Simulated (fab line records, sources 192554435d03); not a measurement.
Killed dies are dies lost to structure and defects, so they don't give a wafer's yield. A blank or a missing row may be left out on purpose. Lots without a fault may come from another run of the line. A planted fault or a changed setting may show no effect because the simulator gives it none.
fab line records | flow n5_finfet
record lots=6 wafers=18 last_day=17
route steps=1938 shown BEOL_M1@758 BEOL_M4@1111
lots that met no fault: from a run of the same line without faults
start_h: hours from the record's first day to the start of the lot's first wafer shown | wait_h: hours since the lot's step before | " the same as in the row above | L1.1+2: a row that stands for several wafers | - no value, or no start given | * or withheld: withheld | < > ~ a bound
route shown NAME@n: a module of which the file shows steps, and the number in the route of the first | usual: mean/standard deviation of fault-free wafers | same: alike in all rows | chamber/n: place in a boat | sites: the reading at each site | _std_site: their standard deviation | _edge_site: outer sites' mean less inner sites' | radius_mm: how far each site lies from the wafer's centre | mask NAME#n: copy n | behind: the tool/chamber that last shaped the wafer | hold: why the lot was held/for how many hours/how that ended | device: the transistor (n, p or np) that didn't switch | end of line: the same wafers' tests at the end of the route | a step without rows: its recipe alone | killed: dies lost to structure and defects at the first sort, not the wafer's yield | map: a wafer's dies, x killed, . not, _ none there
set.NAME: the setting as run; set.NAME@STEP: as run at that earlier step | model.NAME: the simulator's own value behind a step, which no gauge read
lots at some steps of the route; a table a step, a row a wafer
services: from which hour (start_h, from the record's first day; less than 0 if before it) a tool's chamber was out of use, for how many hours, and why
## steps
# step N5_BEOL_M1_COAT_05
# recipe resist=CAR-EUV spin_rpm=1500 resist_thk_nm=30
# step N5_BEOL_M1_EBR_07
# recipe solvent=PGMEA ebr_width_mm=1.5
# step N5_BEOL_M1_SOFTBAKE_06
# recipe temp_c=110 time_s=60 resist=CAR-EUV
# step N5_BEOL_M1_EXPOSE_08
# recipe mask_id=M1 na=0.33 source_shape=dipole sigma_inner=0.369 sigma_outer=0.767 polarization=unpolarized dose_mj=33
# step N5_BEOL_M1_PEB_09
# recipe peb_temp_c=100 peb_time_s=60 resist=CAR-EUV
# step N5_BEOL_M1_DEVELOP_10
# recipe develop_time_s=30 developer=TMAH resist=CAR-EUV rinse_liquid=surfactant_rinse dry=air_spin dev_temp_c=23
# step N5_BEOL_M1_CD_MEAS_11
# recipe target_cd_nm=17.05 landing_energy_ev=500 detector=se_inlens polarity=opening
# usual cd_nm=17.12/0.24
# columns lot.wafer tool chamber start_h wait_h cd_nm
L570.2 cd_sem-02 0 148.74 - 17.02
L570.4 " 0 " " 16.99
L570.6 " 0 " " 17.28
L572.2 cd_sem-02 0 158.51 - 17.43
L572.3 " 0 " " 17.05
L572.5 " 0 " " 16.85
L573.1 cd_sem-02 0 168.15 - 16.99
L573.2 " 0 " " 17.42
L573.3 " 0 " " 16.73
L575.3 cd_sem-03 0 176.68 - 17.06
L575.5 " 0 " " 17.20
L575.6 " 0 " " 17.12
L583.1 cd_sem-03 0 223.73 - 17.01
L583.3 " 0 " " 16.69
L583.4 " 0 " " 17.30
L586.3 cd_sem-03 0 255.16 - 17.15
L586.4 " 0 " " 17.13
L586.5 " 0 " " 16.77
# step N5_BEOL_M1_OVL_MEAS_12
# recipe points_per_wafer=522
# usual M1_OVL=-0.1/0.73
# columns lot.wafer tool chamber start_h wait_h M1_OVL[nm]
L570.2 overlay-02 0 148.77 0.0 -0.3
L570.4 " 0 " " 0.0
L570.6 " 0 " " -0.4
L572.2 overlay-02 0 158.54 0.0 0.9
L572.3 " 0 " " 0.3
L572.5 " 0 " " 0.1
L573.1 overlay-01 0 168.18 0.0 0.2
L573.2 " 0 " " 1.4
L573.3 " 0 " " 0.3
L575.3 overlay-01 0 176.72 0.0 -0.1
L575.5 " 0 " " 0.8
L575.6 " 0 " " -0.8
L583.1 overlay-02 0 223.76 0.0 -1.0
L583.3 " 0 " " -1.2
L583.4 " 0 " " -0.9
L586.3 overlay-01 0 255.20 0.0 -0.9
L586.4 " 0 " " -1.9
L586.5 " 0 " " -1.3
# step N5_BEOL_M1_INSPECT_13
# recipe mode=adi inspect_instrument=brightfield
# usual raw_defect_count=373/77
# columns lot.wafer tool chamber start_h wait_h raw_defect_count
L570.2 defect_inspect-02 - 148.83 0.0 298
L570.4 " - " " 421
L570.6 " - " " 417
L572.2 defect_inspect-01 - 158.60 0.0 405
L572.3 " - " " 300
L572.5 " - " " 411
L573.1 defect_inspect-01 - 168.24 0.1 375
L573.2 " - " " 355
L573.3 " - " " 362
L575.3 defect_inspect-02 - 176.77 0.0 336
L575.5 " - " " 364
L575.6 " - " " 434
L583.1 defect_inspect-02 - 223.81 0.1 435
L583.3 " - " " 459
L583.4 " - " " 584
L586.3 defect_inspect-01 - 255.25 0.0 341
L586.4 " - " " 333
L586.5 " - " " 347
# step N5_BEOL_M1_DESCUM_16
# recipe chemistry=O2 time_s=7 source_power_w=50 bias_power_w=20 pressure_mtorr=20 rf_frequency_hz=2.712e+07 temp_c=40 resist=CAR-EUV o2_flow_sccm=225
# usual drypump_motor_current_A=5.7/0.37 oes_product_au=0.80/0.074 rf_fwd_power_W=49.41/0.26 rf_vpp_V=243.3/1.1 showerhead_plenum_p_Torr=2.10/0.045 throttle_valve_pct=20.4/0.3
# columns lot.wafer tool chamber start_h wait_h drypump_motor_current_A oes_product_au rf_fwd_power_W rf_hours_counter_h rf_vpp_V showerhead_plenum_p_Torr throttle_valve_pct
L570.2 rie_diel-03 3 148.86 0.0 6.2 0.91 49.35 26 243.5 2.15 20.3
L570.4 " 2 " " 5.5 0.75 49.08 136 243.3 2.09 20.3
L570.6 " 1 " " 6.1 0.75 49.49 - 242.1 2.19 20.4
L572.2 rie_diel-05 2 158.91 0.3 5.0 0.92 49.72 19 243.3 2.14 19.9
L572.3 " 0 " " 5.7 0.69 49.27 223 243.5 2.08 20.8
L572.5 " 3 " " 5.4 0.74 49.21 - 245.1 2.09 20.9
L573.1 rie_diel-05 2 168.51 0.3 5.0 0.91 49.44 21 244.8 2.14 19.9
L573.2 " 3 " " 5.4 0.75 49.27 170 243.5 2.09 20.9
L573.3 " 1 " " 6.2 0.81 48.94 93 244.2 2.12 20.8
L575.3 rie_diel-01 0 176.85 0.1 5.6 0.78 49.05 135 243.3 2.10 20.4
L575.5 " 1 " " 5.7 0.85 49.41 - 243.8 2.13 20.4
L575.6 " 2 " " 5.7 0.85 49.94 - 243.0 2.04 20.1
L583.1 rie_diel-05 0 223.85 0.0 5.7 0.69 49.52 240 243.0 2.07 20.9
L583.3 " 1 " " 6.3 0.79 49.11 110 243.6 2.11 20.8
L583.4 " 3 " " 5.4 0.74 49.45 184 243.2 2.08 20.9
L586.3 rie_diel-01 2 255.28 0.0 5.7 0.82 49.98 78 242.4 2.04 20.2
L586.4 " 3 " " 5.2 0.93 49.73 18 245.6 2.13 20.1
L586.5 " 2 " " 5.7 0.82 49.68 - 242.3 2.04 20.2
# step N5_BEOL_M1_ETCH_74
# recipe chemistry=N2/H2 target=underlayer target_depth_a=65 mask_material=CAR-EUV time_s=5.2 ion_energy_ev=200 pressure_mtorr=30 source_w=840 bias_w=150 n2_flow_sccm=200 h2_flow_sccm=200 ends=cleared
# usual bias_w=150.0/0.45 chamber_pressure_mTorr=30.00/0.048 drypump_motor_current_A=5.7/0.37 etch_rf_on_time_s=5.16/0.082 oes_product_au=0.68/0.063 rf_fwd_power_W=819.2/2.4 rf_vpp_V=524.1/1.8 showerhead_plenum_p_Torr=2.55/0.057 throttle_valve_pct=17.81/0.29
# columns lot.wafer tool chamber start_h wait_h bias_w chamber_pressure_mTorr drypump_motor_current_A etch_rf_on_time_s oes_product_au rf_fwd_power_W rf_hours_counter_h rf_vpp_V showerhead_plenum_p_Torr throttle_valve_pct
L570.2 rie_diel-03 3 148.90 0.0 149.6 30.05 6.2 5.19 0.78 816.2 26 523.1 2.60 17.65
L570.4 " 2 " " 149.9 30.00 5.4 5.04 0.65 821.0 136 525.5 2.55 17.91
L570.6 " 1 " " 149.7 30.04 6.1 5.29 0.64 819.2 - 527.1 2.66 17.88
L572.2 rie_diel-05 2 158.94 0.0 150.5 30.00 5.0 4.92 0.78 817.4 19 524.6 2.59 17.15
L572.3 " 0 " " 150.1 30.08 5.7 5.18 0.60 820.7 223 521.7 2.51 18.14
L572.5 " 3 " " 150.3 30.02 5.5 5.13 0.64 821.1 - 523.4 2.53 18.20
L573.1 rie_diel-05 2 168.55 0.0 150.0 30.00 5.0 5.03 0.78 818.9 21 525.0 2.59 17.15
L573.2 " 3 " " 149.8 30.03 5.5 5.13 0.64 819.6 170 527.5 2.53 18.24
L573.3 " 1 " " 149.5 30.03 6.3 5.22 0.69 819.9 93 524.1 2.56 18.14
L575.3 rie_diel-01 0 176.89 0.0 149.4 29.94 5.6 5.19 0.65 820.2 135 524.4 2.56 17.89
L575.5 " 1 " " 149.8 30.00 5.7 5.25 0.72 818.3 - 524.8 2.58 17.74
L575.6 " 2 " " 150.1 30.03 5.7 5.17 0.73 824.3 - 521.6 2.47 17.40
L583.1 rie_diel-05 0 223.88 0.0 149.7 29.97 5.7 5.20 0.59 819.1 240 522.9 2.50 18.15
L583.3 " 1 " " 150.4 30.11 6.2 5.21 0.68 817.2 110 523.5 2.55 18.16
L583.4 " 3 " " 149.7 30.05 5.4 5.19 0.64 816.5 184 525.2 2.52 18.23
L586.3 rie_diel-01 2 255.32 0.0 149.6 29.97 5.7 5.09 0.71 821.2 78 521.5 2.46 17.48
L586.4 " 3 " " 149.5 30.06 5.2 5.02 0.82 817.6 18 524.9 2.60 17.52
L586.5 " 2 " " 150.0 30.02 5.7 5.07 0.69 820.3 - 520.3 2.46 17.47
# step N5_BEOL_M1_ETCH_63
# recipe chemistry=CF4 target=SiARC target_depth_a=156 mask_material=CAR-EUV time_s=26 ion_energy_ev=80 pressure_mtorr=40 source_w=545 bias_w=36 Ar_flow_sccm=100 cf4_flow_sccm=100 ends=cleared
# usual bias_w=36.01/0.1 cf4_flow_sccm=100.0/0.3 drypump_motor_current_A=5.7/0.37 etch_rf_on_time_s=25.9/0.37 oes_product_au=0.68/0.062 rf_fwd_power_W=532.7/2.5 rf_vpp_V=184.2/1 showerhead_plenum_p_Torr=2.15/0.042 throttle_valve_pct=15.60/0.29
# columns lot.wafer tool chamber start_h wait_h bias_w cf4_flow_sccm drypump_motor_current_A etch_rf_on_time_s oes_product_au rf_fwd_power_W rf_hours_counter_h rf_vpp_V showerhead_plenum_p_Torr throttle_valve_pct
L570.2 rie_diel-03 3 148.91 0.0 35.89 99.9 6.2 26.0 0.78 532.6 26 185.5 2.18 15.36
L570.4 " 2 " " 36.06 100.3 5.5 25.7 0.65 534.1 136 183.3 2.15 15.57
L570.6 " 1 " " 35.85 99.8 6.1 26.5 0.63 529.9 - 185.0 2.23 15.56
L572.2 rie_diel-05 2 158.96 0.0 35.86 100.0 5.0 25.2 0.79 540.1 19 184.3 2.19 15.00
L572.3 " 0 " " 36.01 100.3 5.7 26.5 0.59 531.7 223 183.3 2.12 15.96
L572.5 " 3 " " 36.07 99.8 5.4 25.8 0.64 529.5 - 184.1 2.14 16.09
L573.1 rie_diel-05 2 168.56 0.0 36.17 99.6 5.0 24.9 0.79 536.4 21 186.6 2.19 15.00
L573.2 " 3 " " 36.11 99.9 5.4 25.7 0.65 530.5 170 183.6 2.14 16.11
L573.3 " 1 " " 35.81 100.0 6.2 26.1 0.69 529.6 93 184.8 2.16 15.86
L575.3 rie_diel-01 0 176.90 0.0 35.80 100.3 5.6 25.8 0.65 530.9 135 183.7 2.15 15.58
L575.5 " 1 " " 36.15 99.7 5.7 26.3 0.72 530.0 - 186.3 2.17 15.51
L575.6 " 2 " " 36.23 100.3 5.7 25.8 0.73 538.4 - 183.4 2.09 15.33
L583.1 rie_diel-05 0 223.90 0.0 35.85 99.7 5.7 25.9 0.59 532.1 240 184.1 2.11 15.99
L583.3 " 1 " " 35.99 100.3 6.2 26.0 0.68 530.1 110 184.0 2.16 15.89
L583.4 " 3 " " 35.98 100.0 5.4 25.9 0.63 534.5 184 184.2 2.13 16.14
L586.3 rie_diel-01 2 255.33 0.0 36.21 100.1 5.7 25.9 0.69 537.1 78 182.6 2.08 15.37
L586.4 " 3 " " 36.01 99.7 5.2 25.6 0.80 535.9 18 184.8 2.18 15.28
L586.5 " 2 " " 36.00 99.9 5.7 26.0 0.70 537.0 - 184.6 2.08 15.35
# step N5_BEOL_M1_ETCH_64
# recipe chemistry=N2/H2 target=SOC target_depth_a=750 overetch_a=150 mask_material=SiARC temp_c=40 time_s=112.5 ion_energy_ev=200 pressure_mtorr=30 source_w=840 bias_w=150 n2_flow_sccm=200 h2_flow_sccm=200
# usual bias_w=150.0/0.44 chamber_pressure_mTorr=29.998/0.028 drypump_motor_current_A=5.7/0.37 oes_product_au=0.63/0.055 rf_fwd_power_W=837.1/2.9 rf_vpp_V=524.0/1.7 showerhead_plenum_p_Torr=2.55/0.057 throttle_valve_pct=17.77/0.29
# columns lot.wafer tool chamber start_h wait_h bias_w chamber_pressure_mTorr drypump_motor_current_A oes_product_au rf_fwd_power_W rf_hours_counter_h rf_vpp_V showerhead_plenum_p_Torr throttle_valve_pct model.CAR-EUV_of_BEOL_M1_COAT_05.thk_nm model.SiARC_of_BEOL_M1_COAT_62.thk_nm model.underlayer_of_BEOL_M1_COAT_73.thk_nm
L570.2 rie_diel-03 3 148.94 0.0 149.5 29.988 6.3 0.73 833.8 26 524.8 2.60 17.58 0 6.8 0
L570.4 " 2 " " 150.6 30.055 5.5 0.59 836.8 136 523.2 2.55 17.83 0 6.8 0
L570.6 " 1 " " 150.4 30.024 6.1 0.60 837.0 - 527.3 2.66 17.83 0 7 0
L572.2 rie_diel-05 2 158.99 0.0 - - - - - - - - - 11 12 5
L572.3 " 0 " " - - - - - - - - - 11 12 5
L572.5 " 3 " " - - - - - - - - - 11 12 5
L573.1 rie_diel-05 2 168.59 0.0 - - - - - - - - - 11 12 5
L573.2 " 3 " " - - - - - - - - - 11.2 12 5
L573.3 " 1 " " - - - - - - - - - 11.2 12 5
L575.3 rie_diel-01 0 176.93 0.0 149.9 30.012 5.6 0.61 833.6 135 523.8 2.56 17.84 0 6.8 0
L575.5 " 1 " " 149.7 29.951 5.7 0.67 839.1 - 525.6 2.58 17.71 0 6.8 0
L575.6 " 2 " " 150.4 30.006 5.7 0.67 837.3 - 521.4 2.47 17.40 0 6.8 0
L583.1 rie_diel-05 0 223.93 0.0 150.6 30.007 5.7 0.55 837.6 240 523.7 2.50 18.15 0 6.8 0
L583.3 " 1 " " 150.4 29.961 6.2 0.63 834.6 110 524.7 2.55 18.12 0 6.8 0
L583.4 " 3 " " 149.3 30.011 5.4 0.58 836.0 184 523.1 2.52 18.22 0 7 0
L586.3 rie_diel-01 2 255.36 0.0 150.0 30.018 5.7 0.64 841.6 78 521.5 2.46 17.44 0 6.8 0
L586.4 " 3 " " 150.9 29.984 5.1 0.74 842.9 18 524.7 2.60 17.53 0 6.6 0
L586.5 " 2 " " 150.6 29.948 5.7 0.65 844.1 - 521.9 2.46 17.42 0 6.6 0
# step N5_BEOL_M1_STRIP_65
# recipe chemistry=N2/H2 temp_c=40 n2_flow_sccm=200 h2_flow_sccm=200 rf_frequency_hz=6e+07
# step N5_BEOL_M1_STRIP_75
# recipe chemistry=N2/H2 temp_c=40 n2_flow_sccm=200 h2_flow_sccm=200 rf_frequency_hz=6e+07
# step N5_BEOL_M1_STRIP_66
# recipe chemistry=CF4 resist=SiARC power_w=300 bias_power_w=75 pressure_mtorr=50 cf4_flow_sccm=150 rf_frequency_hz=6e+07
# usual drypump_motor_current_A=5.7/0.37 oes_product_au=0.79/0.068 rf_fwd_power_W=292.6/0.87 rf_vpp_V=271.1/1.1 showerhead_plenum_p_Torr=1.80/0.033 throttle_valve_pct=13.57/0.29
# columns lot.wafer tool chamber start_h wait_h drypump_motor_current_A oes_product_au rf_fwd_power_W rf_hours_counter_h rf_vpp_V showerhead_plenum_p_Torr throttle_valve_pct
L570.2 rie_diel-03 3 149.07 0.0 6.2 0.91 291.0 26 271.5 1.82 13.28
L570.4 " 2 " " 5.5 0.75 292.8 136 271.9 1.80 13.56
L570.6 " 1 " " 6.2 0.75 291.8 - 271.6 1.87 13.54
L572.2 rie_diel-05 2 159.11 0.0 5.0 0.89 295.8 19 272.4 1.83 12.95
L572.3 " 0 " " 5.7 0.69 292.3 223 271.7 1.77 13.96
L572.5 " 3 " " 5.4 0.74 292.0 - 270.6 1.80 14.08
L573.1 rie_diel-05 2 168.72 0.0 5.0 0.88 295.9 21 272.0 1.83 12.96
L573.2 " 3 " " 5.4 0.74 291.7 170 270.4 1.80 14.08
L573.3 " 1 " " 6.2 0.80 292.8 93 271.0 1.82 13.80
L575.3 rie_diel-01 0 177.06 0.0 5.6 0.75 293.4 135 271.0 1.79 13.52
L575.5 " 1 " " 5.7 0.84 292.3 - 270.8 1.82 13.46
L575.6 " 2 " " 5.7 0.84 292.7 - 268.3 1.76 13.30
L583.1 rie_diel-05 0 224.06 0.0 5.7 0.69 292.4 240 269.5 1.77 13.99
L583.3 " 1 " " 6.2 0.79 292.2 110 271.3 1.81 13.85
L583.4 " 3 " " 5.4 0.73 294.1 184 271.4 1.79 14.13
L586.3 rie_diel-01 2 255.49 0.0 5.7 0.80 292.5 78 271.0 1.75 13.36
L586.4 " 3 " " 5.1 0.92 293.4 18 272.0 1.83 13.21
L586.5 " 2 " " 5.7 0.80 293.0 - 270.1 1.75 13.36
# step N5_BEOL_M1_HM_OPEN_17
# recipe chemistry=Cl2/BCl3 target_depth_a=200 overetch_a=60 target=TiN mask_material=SOC ion_energy_ev=150 pressure_mtorr=10 icp_w=1000 bias_w=126 Cl2_flow_sccm=53.25 bcl3_flow_sccm=21.75 Ar_flow_sccm=25
# usual bias_w=126.0/0.37 drypump_motor_current_A=5.98/0.22 oes_product_au=0.62/0.092 rf_fwd_power_W=994/3.4 throttle_valve_pct=22.32/0.23
# columns lot.wafer tool chamber start_h wait_h bias_w drypump_motor_current_A oes_product_au rf_fwd_power_W rf_hours_counter_h throttle_valve_pct
L570.2 rie_metal-02 0 149.14 0.1 125.6 6.09 0.53 997 - 22.63
L570.4 " 0 " " 125.9 6.11 0.53 996 - 22.63
L570.6 " 0 " " 125.6 6.09 0.53 992 - 22.64
L572.2 rie_metal-03 0 159.16 0.0 126.2 5.77 0.23 993 125 23.34
L572.3 " 1 " " 126.1 6.11 0.32 996 - 22.63
L572.5 " 1 " " 125.8 6.14 0.32 998 - 22.65
L573.1 rie_metal-02 1 168.76 0.0 126.3 5.81 0.28 998 56 22.85
L573.2 " 0 " " 126.3 6.14 0.23 994 131 23.26
L573.3 " 1 " " 125.9 5.83 0.27 997 - 22.84
L575.3 rie_metal-03 1 177.13 0.1 126.2 6.15 0.71 988 - 22.01
L575.5 " 1 " " 126.2 6.18 0.71 990 - 22.01
L575.6 " 0 " " 126.2 5.79 0.51 992 - 22.71
L583.1 rie_metal-01 1 224.10 0.0 126.3 5.72 0.54 991 101 22.17
L583.3 " 1 " " 125.8 5.72 0.54 991 - 22.16
L583.4 " 0 " " 126.3 6.42 0.65 993 - 22.21
L586.3 rie_metal-02 0 255.57 0.1 125.3 6.07 0.84 994 - 22.33
L586.4 " 1 " " 125.7 5.81 0.62 992 - 22.21
L586.5 " 1 " " 125.8 5.84 0.62 996 - 22.22
# step N5_BEOL_M1_STRIP_19
# recipe chemistry=O2 power_w=400 temp_c=40 pressure_mtorr=30 rf_frequency_hz=6e+07 bias_power_w=0 overash_fraction=0.2 o2_flow_sccm=225
# usual drypump_motor_current_A=5.7/0.39 oes_product_au=0.79/0.069 rf_vpp_V=3.6/0.48 showerhead_plenum_p_Torr=2.11/0.044 throttle_valve_pct=16.7/0.31
# columns lot.wafer tool chamber start_h wait_h drypump_motor_current_A oes_product_au rf_hours_counter_h rf_vpp_V showerhead_plenum_p_Torr throttle_valve_pct
L570.2 rie_diel-03 3 149.38 0.2 6.2 0.92 26 4.2 2.15 16.5
L570.4 " 0 " " 6.2 0.80 114 3.2 2.02 16.4
L570.6 " 3 " " 6.2 0.91 - 3.2 2.15 16.5
L572.2 rie_diel-05 1 159.27 0.1 6.2 0.80 91 3.9 2.12 16.9
L572.3 " 3 " " 5.4 0.73 168 3.4 2.09 17.2
L572.5 " 2 " " 5.0 0.91 - 3.3 2.15 16.1
L573.1 rie_diel-01 3 168.87 0.1 5.2 0.69 247 4.1 2.14 16.7
L573.2 " 1 " " 5.7 0.85 73 4.0 2.13 16.6
L573.3 " 2 " " 5.7 0.86 52 4.4 2.05 16.4
L575.3 rie_diel-05 0 177.22 0.1 5.7 0.70 227 4.4 2.08 17.1
L575.5 " 3 " " 5.4 0.74 - 3.4 2.09 17.2
L575.6 " 0 " " 5.7 0.71 - 3.8 2.08 17.1
L583.1 rie_diel-05 3 224.21 0.1 5.4 0.74 184 2.9 2.08 17.2
L583.3 " 1 " " 6.2 0.79 110 3.0 2.11 17.0
L583.4 " 2 " " 5.0 0.88 37 3.5 2.14 16.1
L586.3 rie_diel-03 0 255.71 0.1 6.2 0.77 145 4.0 2.01 16.4
L586.4 " 1 " " 6.2 0.73 - 3.7 2.18 16.7
L586.5 " 3 " " 6.2 0.86 - 3.5 2.14 16.5
# step N5_BEOL_M1_CD_MEAS_18
# recipe pitch_nm=36 target_cd_nm=18
# usual cd_nm=18.07/0.28
# columns lot.wafer tool chamber start_h wait_h cd_nm
L570.2 cd_sem-02 - 149.46 0.1 17.78
L570.4 " - " " 18.02
L570.6 " - " " 17.84
L572.2 cd_sem-01 - 159.35 0.1 -
L572.3 " - " " -
L572.5 " - " " -
L573.1 cd_sem-03 - 168.94 0.0 -
L573.2 " - " " -
L573.3 " - " " -
L575.3 cd_sem-02 - 177.30 0.1 18.22
L575.5 " - " " 18.25
L575.6 " - " " 18.10
L583.1 cd_sem-03 - 224.28 0.0 18.02
L583.3 " - " " 18.11
L583.4 " - " " 17.76
L586.3 cd_sem-03 - 255.78 0.1 18.26
L586.4 " - " " 18.07
L586.5 " - " " 17.68
# step N5_BEOL_M1_COAT_67
# recipe resist=SOC temp_c=250 time_s=60 spin_rpm=1500 resist_thk_nm=60
# step N5_BEOL_M4_RC_MEAS_101
# usual DIBL_N=36.4/1.4 DIBL_P=36.3/1.5 IOFF_N=0.162/0.023 IOFF_P=0.211/0.027 ION_N=676/9.7 ION_P=463/6.4 SS_N=71.5/0.5 SS_P=73.3/0.6 VT_N=249.3/2.5 VT_P=-249.9/2.8
# columns lot.wafer tool chamber start_h wait_h DIBL_N[mV/V] DIBL_P[mV/V] IOFF_N[nA/um] IOFF_P[nA/um] ION_N[uA/um] ION_P[uA/um] SS_N[mV/dec] SS_P[mV/dec] VT_N[mV] VT_P[mV]
L570.2 prober-01 0 184.19 0.2 36.2 37.0 0.157 0.197 686 458 71.5 73.6 251.2 -253.0
L570.4 " 0 " " 35.7 35.8 0.142 0.176 667 462 71.1 72.7 251.7 -253.5
L570.6 " 0 " " 34.8 35.1 0.137 0.172 676 458 70.7 72.8 251.9 -256.7
L575.3 prober-02 0 227.09 0.3 36.4 37.6 0.187 0.236 675 466 71.5 73.3 245.9 -248.2
L575.5 " 0 " " 35.3 36.2 0.162 0.210 668 465 71.6 72.6 248.8 -250.3
L575.6 " 0 " " 34.2 34.4 0.141 0.187 665 455 70.8 72.2 250.2 -252.6
L583.1 prober-02 0 262.61 0.0 35.9 36.8 0.143 0.198 666 455 71.4 73.4 252.8 -253.1
L583.3 " 0 " " 35.8 35.1 0.135 0.181 669 455 70.7 73.1 252.3 -253.9
L583.4 " 0 " " 33.5 33.3 0.108 0.151 669 456 70.8 72.1 255.3 -254.6
L586.3 prober-02 0 295.86 0.3 36.4 35.1 0.167 0.234 686 470 71.7 73.7 247.2 -246.1
L586.4 " 0 " " 36.5 34.9 0.159 0.224 673 466 72.4 73.1 246.6 -248.5
L586.5 " 0 " " 35.8 33.6 0.150 0.206 670 465 71.5 72.1 249.7 -247.5
## services
# columns tool chamber start_h hours kind
rie_metal-02 1 143.60 13.3 repair
rie_diel-01 3 177.08 - clean
rie_diel-01 3 177.08 - consumable_replace:focus_ring
rie_diel-01 3 177.08 12.5 scheduled_down
rie_diel-01 3 177.08 12.5 vent_cycle
rie_metal-02 1 182.26 13.6 repair
rie_metal-03 0 201.58 16.2 repair
rie_metal-03 0 217.91 - clean
rie_metal-03 0 217.91 17.4 scheduled_down
rie_metal-03 0 217.91 17.4 vent_cycle
rie_metal-02 0 218.93 - clean
rie_metal-02 0 218.93 18.7 scheduled_down
rie_metal-02 0 218.93 18.7 vent_cycle
rie_diel-01 - 232.90 2.8 pm
rie_diel-03 2 248.66 32.5 repair
## key
first_sign step=N5_BEOL_M1_ETCH_64 reading=tool_record direction=missing
effect step=N5_BEOL_M1_HM_OPEN_17 reading=oes_product_au direction=down sigmas=3.7 usual=0.62 struck=0.27
effect step=N5_BEOL_M1_CD_MEAS_18 reading=cd_nm direction=missing
model_effect step=N5_BEOL_M1_ETCH_64 value=CAR-EUV_of_BEOL_M1_COAT_05.thk_nm without=0 struck=11.07
met_at N5_BEOL_M1_ETCH_64
struck_wafers L572.2,L572.3,L572.5,L573.1,L573.2,L573.3
later_rows_left_out L572.2,L572.3,L572.5,L573.1,L573.2,L573.3
sort_left_out L572.2,L572.3,L572.5,L573.1,L573.2,L573.3
fault kind=skipped_step_whole tool=rie_diel-05 chamber=- onset_h=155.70 steps=N5_BEOL_M1_ETCH_64 scope=struck_lots_only
# sort_left_out: the simulated sort isn't trusted on such a fault, so these wafers' sort isn't shown, and their yield isn't known
# later_rows_left_out: the simulator's readings of these wafers behind a module that went badly wrong aren't trusted and aren't shown, but for the sort
